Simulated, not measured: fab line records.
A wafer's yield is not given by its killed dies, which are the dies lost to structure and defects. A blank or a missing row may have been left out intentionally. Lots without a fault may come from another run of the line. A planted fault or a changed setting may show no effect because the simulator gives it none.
Matching of chambers    flow n5_finfet    N5_BEOL_M10_ETCH_66 on rie_diel-04: 4 sister chambers
The step etches SOC in N2/H2, target depth 120 nm, overetch 24 nm, time 180 s. 20 wafers are shown with their chamber, then 10 later ones without.

## EACH WAFER AND ITS CHAMBER
wafer   chamber  drypump_motor_current_A (A)  throttle_valve_pct (%)  showerhead_plenum_p_Torr (Torr)
L074.1  2        5.6                          18.19                   2.52
L074.3  3        5.5                          17.78                   2.59
L074.5  1        6.3                          17.54                   2.49
L079.1  1        6.2                          17.56                   2.49
L079.3  2        5.6                          18.16                   2.52
L079.5  2        5.5                          18.20                   2.52
L076.1  2        5.6                          18.19                   2.52
L076.2  1        6.2                          17.57                   2.49
L076.4  3        5.5                          17.77                   2.59
L081.2  1        6.2                          17.58                   2.49
L081.5  3        5.5                          17.80                   2.59
L081.6  2        5.6                          18.21                   2.51
L084.2  0        6.2                          17.62                   2.59
L084.4  2        5.6                          18.22                   2.50
L084.5  0        6.2                          17.62                   2.59
L086.2  2        5.6                          18.22                   2.50
L086.3  3        5.5                          17.85                   2.58
L086.4  1        6.3                          17.61                   2.48
L089.2  3        5.5                          17.84                   2.58
L089.3  1        6.2                          17.61                   2.48

SIGNATURES (averages over the wafers above)
reading                   chamber 0  chamber 1  chamber 2  chamber 3  scatter within a chamber
drypump_motor_current_A   6.200      6.233      5.586      5.500      0.037
throttle_valve_pct        17.6200    17.5783    18.1986    17.8080    0.027
showerhead_plenum_p_Torr  2.5900     2.4867     2.5129     2.5860     0.00705
Rule: for each reading, subtract the chamber's mean from the wafer's reading, divide by that reading's scatter and square the result; add these up over the readings and take the root, which gives the wafer's distance from the chamber. If the next closest chamber is less than 2 further off than the closest, the wafer can't be placed; otherwise it belongs to the closest. The scatter: the root of (the sum of the squares of (reading less its chamber's mean) over the shown wafers, divided by (wafers less chambers)).

## WAFERS WITHOUT THEIR CHAMBER
wafer   drypump_motor_current_A (A)  throttle_valve_pct (%)  showerhead_plenum_p_Torr (Torr)
L089.5  6.3                          17.62                   2.48
L088.1  5.5                          17.85                   2.58
L088.2  5.5                          18.23                   2.50
L088.4  6.3                          17.61                   2.48
L090.2  6.2                          17.63                   2.58
L090.3  6.3                          17.61                   2.47
L090.6  5.6                          18.25                   2.50
L096.2  6.3                          17.66                   2.47
L096.3  5.5                          17.89                   2.57
L096.6  6.2                          17.67                   2.58

## CHAMBER TAKEN BY EACH
wafer   from the rows above  in truth
L089.5  1                    1
L088.1  3                    3
L088.2  2                    2
L088.4  1                    1
L090.2  0                    0
L090.3  1                    1
L090.6  2                    2
L096.2  1                    1
L096.3  3                    3
L096.6  0                    0
10 of 10 placed correctly. From these rows, 0 cannot be placed. Wrongly placed: 0.
